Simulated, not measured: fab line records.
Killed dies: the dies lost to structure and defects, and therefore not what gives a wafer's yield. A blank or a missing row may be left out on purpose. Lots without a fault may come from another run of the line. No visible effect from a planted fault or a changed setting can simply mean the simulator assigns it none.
The tool behind it: which one? ; flow nand-harc ; 33 wafers from 11 lots sampled at 4 of the route's 1302 steps

== WHAT EACH GAUGE READ, for each wafer ==
NHARC_P_GATE_CD_MEAS_91: the cd target is 2000 nm.
lot;measured;on;cd-nm (nm)
L787;day 6 23:05;cd-sem-03;2002.0 2000.5 1999.6
L792;day 9 00:38;cd-sem-03;1965.1 1966.7 1965.1
L796;day 10 19:59;cd-sem-01;1997.2 1998.1 1997.5
L799;day 12 03:19;cd-sem-02;1999.1 1999.0 1998.1
L800;day 12 13:05;cd-sem-02;1997.4 1996.2 1998.1
L801;day 12 19:10;cd-sem-02;2000.9 2001.5 2001.1
L802;day 13 14:19;cd-sem-03;2000.8 2001.2 2000.5
L803;day 13 21:41;cd-sem-01;1997.5 1996.8 1996.2
L804;day 14 03:26;cd-sem-02;2000.5 2001.0 1999.6
L806;day 14 20:17;cd-sem-03;2001.1 2000.9 2000.6
L807;day 15 09:06;cd-sem-01;2000.4 1999.8 2001.0

== TOOL THAT RAN EACH LOT (tool first, then ch and the chambers of the sampled wafers, then the start) ==
lot;NHARC_P_GATE_ETCHBACK_37;NHARC_P_GATE_STRIP_111;NHARC_P_GATE_EXPOSE_88
L787;rie-diel-02 ch 0,1,3, day 6 20:16 or earlier;plasma-asher-02 ch 0,1, day 6 20:16;krf-scanner-02 ch 0, day 6 22:56
L792;rie-diel-02 ch 1,2,3, day 8 21:41 or earlier;plasma-asher-01 ch 0,1, day 8 21:41;krf-scanner-02 ch 0, day 9 00:29
L796;rie-diel-06 ch 0,1,2, day 10 17:03 or earlier;plasma-asher-01 ch 0,1, day 10 17:03;krf-scanner-01 ch 0, day 10 19:50
L799;rie-diel-02 ch 0,2, day 12 00:26 or earlier;plasma-asher-01 ch 0,1, day 12 00:26;krf-scanner-02 ch 0, day 12 03:10
L800;rie-diel-02 ch 0,1, day 12 10:15 or earlier;plasma-asher-02 ch 0,1, day 12 10:15;krf-scanner-02 ch 0, day 12 12:55
L801;rie-diel-06 ch 0,1,3, day 12 16:21 or earlier;plasma-asher-02 ch 0,1, day 12 16:21;krf-scanner-04 ch 0, day 12 19:00
L802;rie-diel-02 ch 0,3, day 13 11:36 or earlier;plasma-asher-02 ch 0,1, day 13 11:36;krf-scanner-04 ch 0, day 13 14:10
L803;rie-diel-02 ch 0,2,3, day 13 18:55 or earlier;plasma-asher-02 ch 0,1, day 13 18:55;krf-scanner-04 ch 0, day 13 21:32
L804;rie-diel-11 ch 0,1, day 14 00:53 or earlier;plasma-asher-01 ch 0,1, day 14 00:53;krf-scanner-04 ch 0, day 14 03:17
L806;rie-diel-02 ch 0,3, day 14 17:37 or earlier;plasma-asher-02 ch 0, day 14 17:37;krf-scanner-04 ch 0, day 14 20:07
L807;rie-diel-06 ch 0,2,3, day 15 06:26 or earlier;plasma-asher-02 ch 0,1, day 15 06:26;krf-scanner-04 ch 0, day 15 08:57
- NHARC_P_GATE_ETCHBACK_37: etches the open film in CHF3/O2, target depth 34.5 nm, time 17.2 s.
- NHARC_P_GATE_STRIP_111: strips in N2/H2, time 250 s.
- NHARC_P_GATE_EXPOSE_88: exposes mask P HVN, target cd 2000 nm.

== THE ANSWER, worked out from the rows above alone ==
Rule: the usual values come from the lots themselves. The widest of any qualifying gaps counts: lots, ordered by their means at a reading, are off when they make up no more than a third of the lots, leave a main group of 4 or more, and stand apart from it by 3 or more times the standard deviation of that group's means. A main group whose means are all the same, to the digits that the tables above print for the reading, isn't used. A lot without any number at a reading at which 4 lots or more have one is off too. The other lots that the step has rows for count as sound.
Off: L792, at NHARC_P_GATE_CD_MEAS_91 (cd-nm). Main group: mean 1999.5 nm, sd 1.6.
If a tool, at a process step before that reading, ran all the lots that are off and no sound lot after the first of them, it fits. Gauges at NHARC_P_GATE_CD_MEAS_91: tried the same way as those tools. With no start given for some of its lots, NHARC_P_GATE_ETCHBACK_37 uses the hours and lot order of NHARC_P_GATE_STRIP_111. No candidate that was tried fits.

== WHAT THE SIMULATOR HAD INSERTED ==
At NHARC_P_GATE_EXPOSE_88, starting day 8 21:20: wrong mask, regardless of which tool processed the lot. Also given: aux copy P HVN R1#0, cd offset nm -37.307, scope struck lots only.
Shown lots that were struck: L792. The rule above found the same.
